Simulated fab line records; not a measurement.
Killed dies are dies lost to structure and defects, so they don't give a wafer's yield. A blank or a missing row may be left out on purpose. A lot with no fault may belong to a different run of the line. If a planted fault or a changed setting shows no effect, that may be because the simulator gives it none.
Chamber matching    flow nand-harc    NHARC_A_STAIRCASE_TRIM_220 on rie-diel-04 has 4 sister chambers
The step chemistry O2, time 211.2 s. 20 wafers are shown with their chamber, then 10 later ones without.

## WAFERS, EACH WITH ITS CHAMBER
wafer   chamber  drypump-motor-current-A (A)  showerhead-plenum-p-Torr (Torr)  oes-product-au (a.u.)
L076.4  0        5.8                          3.66                             1.007
L076.5  1        5.2                          3.69                             1.004
L076.6  0        5.8                          3.66                             1.009
L074.2  1        5.2                          3.69                             0.989
L074.4  3        6.1                          3.51                             1.002
L074.6  1        5.2                          3.69                             0.991
L078.2  2        5.7                          3.68                             1.017
L078.4  0        5.8                          3.65                             0.991
L078.5  0        5.8                          3.65                             0.997
L081.1  2        5.6                          3.67                             1.007
L081.3  0        5.8                          3.65                             1.006
L081.6  2        5.6                          3.67                             1.010
L086.3  1        5.2                          3.68                             1.007
L086.4  3        6.1                          3.50                             1.010
L086.5  1        5.2                          3.68                             1.004
L088.1  2        5.6                          3.66                             1.004
L088.5  2        5.6                          3.66                             1.016
L088.6  3        6.1                          3.50                             1.002
L089.1  2        5.6                          3.66                             1.007
L089.4  1        5.2                          3.67                             1.000

SIGNATURES (averages over the wafers above)
reading                   chamber 0  chamber 1  chamber 2  chamber 3  scatter within a chamber
drypump-motor-current-A   5.800      5.200      5.617      6.100      0.0228
showerhead-plenum-p-Torr  3.6540     3.6833     3.6667     3.5033     0.0073
oes-product-au            1.00200    0.99917    1.01017    1.00467    0.0066
Rule: for each reading, subtract the chamber's mean from the wafer's reading, divide by that reading's scatter and square the result; add these up over the readings and take the root, which gives the wafer's distance from the chamber. If the next closest chamber is less than 2 further off than the closest, the wafer can't be placed; otherwise it belongs to the closest. How the scatter is found: for the shown wafers, subtract from each reading the mean of its chamber, square and add these, divide the total by (wafers less chambers), then take the root.

## WAFERS WITH NO CHAMBER GIVEN
wafer   drypump-motor-current-A (A)  showerhead-plenum-p-Torr (Torr)  oes-product-au (a.u.)
L089.5  5.8                          3.64                             1.018
L091.1  5.6                          3.66                             1.013
L091.4  5.8                          3.64                             1.006
L091.5  5.8                          3.64                             1.001
L092.1  5.8                          3.64                             1.002
L092.3  5.6                          3.66                             1.010
L092.5  6.1                          3.49                             1.010
L097.1  5.8                          3.63                             1.009
L097.2  5.6                          3.65                             1.004
L097.3  6.1                          3.49                             0.998

## CHAMBER TAKEN BY EACH
wafer   from the rows above  in truth
L089.5  0                    0
L091.1  2                    2
L091.4  0                    0
L091.5  0                    0
L092.1  0                    0
L092.3  2                    2
L092.5  3                    3
L097.1  0                    0
L097.2  2                    2
L097.3  3                    3
Correctly placed: 10 of 10. Number that these rows cannot place: 0. 0 placed wrongly.
